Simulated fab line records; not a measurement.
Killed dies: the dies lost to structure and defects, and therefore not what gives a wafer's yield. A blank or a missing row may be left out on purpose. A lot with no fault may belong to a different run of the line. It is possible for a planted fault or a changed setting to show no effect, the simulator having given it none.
A lot that was struck, set against a sound lot :: flow n5 finfet :: 15 out of 1938 route steps
Sound: these wafers, L669.1, L669.4, L669.5. Struck: wafer L675.5. (L675.1 of the same lot was not struck and is left out.) The cause comes at the end.
Each step with rows lists, per side, the tool, then ch with its chambers, then its first start. Under that, the readings that differ: sound wafers :: struck wafers :: difference of the means :: sigmas: that difference in standard deviations of wafers without a fault.
alike: readings whose means differ by less than 2 such deviations, and words and numbers that are the same on both sides. not compared: withheld readings, readings that some wafer has no value for, bounds like >300 that may hide the same value, and numbers for which the record gives no deviation and whose values overlap.
The two part at a step that has a row with sigmas, a row that says differs or no value, or rows on one side only. Numbers that don't overlap but have no deviation are shown without sigmas and don't part them. A reading missing from all wafers of one side parts the sides only when that side holds two or more wafers.

N5_SDB_CD_MEAS_11: target cd 50 nm.
  sound on cd sem-01 ch 0, day 5 17:01; struck on cd sem-02 ch 0, day 7 04:37
  alike: cd nm
N5_SDB_OVL_MEAS_12:
  sound on overlay-02 ch 0, day 5 17:03; struck on overlay-01 ch 0, day 7 04:39
  alike: SDB_OVL
N5_SDB_INSPECT_13: inspects for defects (brightfield).
  sound on defect inspect-02 at day 5 17:04; struck on defect inspect-01 at day 7 04:40
  alike: raw defect count
then, 1 step without rows for these wafers: N5_SDB_DESCUM_16 (chemistry O2, time 7.9 s).
N5_SDB_ETCH_17: etches SiARC in CF4, target depth 23.4 nm, time 39 s.
  sound on rie diel-02 ch 1,2, day 5 17:08; struck on rie diel-04 ch 0, day 7 04:44
reading: etch rf on time s (s)
sound: 38.2 38.0 37.8
struck: 39.4
difference: +1.4
sigmas: +2
  alike: drypump motor current A, oes product au, rf vpp V, showerhead plenum p Torr, throttle valve pct
  not compared: rf hours counter h
N5_SDB_ETCH_18: etches SOC in N2/H2, target depth 100 nm, overetch 20 nm, time 150 s.
  sound on rie diel-02 ch 1,2, day 5 17:11; struck on rie diel-04 ch 0, day 7 04:47
reading: throttle valve pct (%)
sound: 18.01 17.63 17.64
struck: 17.24
difference: -0.52
sigmas: -2
  alike: drypump motor current A, oes product au, rf vpp V, showerhead plenum p Torr
  not compared: rf hours counter h
then, 1 step without rows for these wafers: N5_SDB_STRIP_19 (strips in N2/H2).
N5_SDB_STRIP_21: strips in CF4.
  sound on rie diel-02 ch 1,2, day 5 17:19; struck on rie diel-04 ch 0, day 7 04:55
  alike: drypump motor current A, oes product au, rf vpp V, showerhead plenum p Torr, throttle valve pct
  not compared: rf hours counter h
N5_SDB_HM_OPEN_20: chemistry CH3F/O2, target SiNx, stops on poly-Si, target depth 24 nm.
  sound on rie diel-02 ch 1,2, day 5 17:20; struck on rie diel-04 ch 0, day 7 04:56
reading: rf vpp V (V)
sound: 294.7 292.0 292.0
struck: 302.3
difference: +9.4
sigmas: +3
  alike: drypump motor current A, oes product au, showerhead plenum p Torr, throttle valve pct
  not compared: rf hours counter h
then, 3 steps without rows for these wafers: N5_SDB_STRIP_22 (strips in N2/H2); N5_SDB_PRECLEAN_23 (cleans in dHF, time 30 s); N5_SDB_DUMMY_REMOVE_24 (chemistry TMAH, target poly-Si, stops on SiO2, target depth 142 nm, time 57 s, rinse time 30 s).
N5_SDB_ETCH_25: etches SiO2 in C4F6/O2, target depth 10 nm, time 3.3 s.
  sound on rie diel-06 ch 0,3, day 5 17:38; struck on rie diel-06 ch 3, day 7 05:14
reading: model.etch.depth nm (nm)
sound: 9.902 10.1 9.843
struck: 7.484
difference: -2.464
sigmas: 
  alike: drypump motor current A, oes product au, rf vpp V, showerhead plenum p Torr, throttle valve pct
  not compared: rf hours counter h
N5_SDB_CUT_ETCH_26: etches Si in HBr/Cl2/O2, target depth 129.6 nm, bt time 20 s, time 51.8 s.
  sound on rie si-04 ch 1,3, day 5 17:43; struck on rie si-04 ch 3, day 7 05:19
  alike: drypump motor current A, he backside leak sccm, oes product au, throttle valve pct
  not compared: rf hours counter h
-- the record jumps here: 9 days lie between the struck wafers' starts before and after (it left off in module SDB and takes up again in module PASSIVATION, whose first step shown is number 1936 of the route) --
N5_PASSIVATION_PROBE_49:
  sound on prober-01 at day 14 12:42; struck on prober-02 at day 15 21:24
reading: killed_at_M0_to_M3
sound: 50 38 28
struck: 20
difference: -19
sigmas: -2

reading: killed at other
sound: 0 2 2
struck: 10
difference: +9
sigmas: +3

reading: killed on rim
sound: 21 17 18
struck: 6
difference: -13
sigmas: -3
  alike: killed_at_M4_up, killed at contacts, killed at front end, killed dies, killed open, killed short

WHERE THEY PART
At N5_SDB_ETCH_17 first; at N5_PASSIVATION_PROBE_49 last (within this record only).

WHY: the cause the simulator had injected
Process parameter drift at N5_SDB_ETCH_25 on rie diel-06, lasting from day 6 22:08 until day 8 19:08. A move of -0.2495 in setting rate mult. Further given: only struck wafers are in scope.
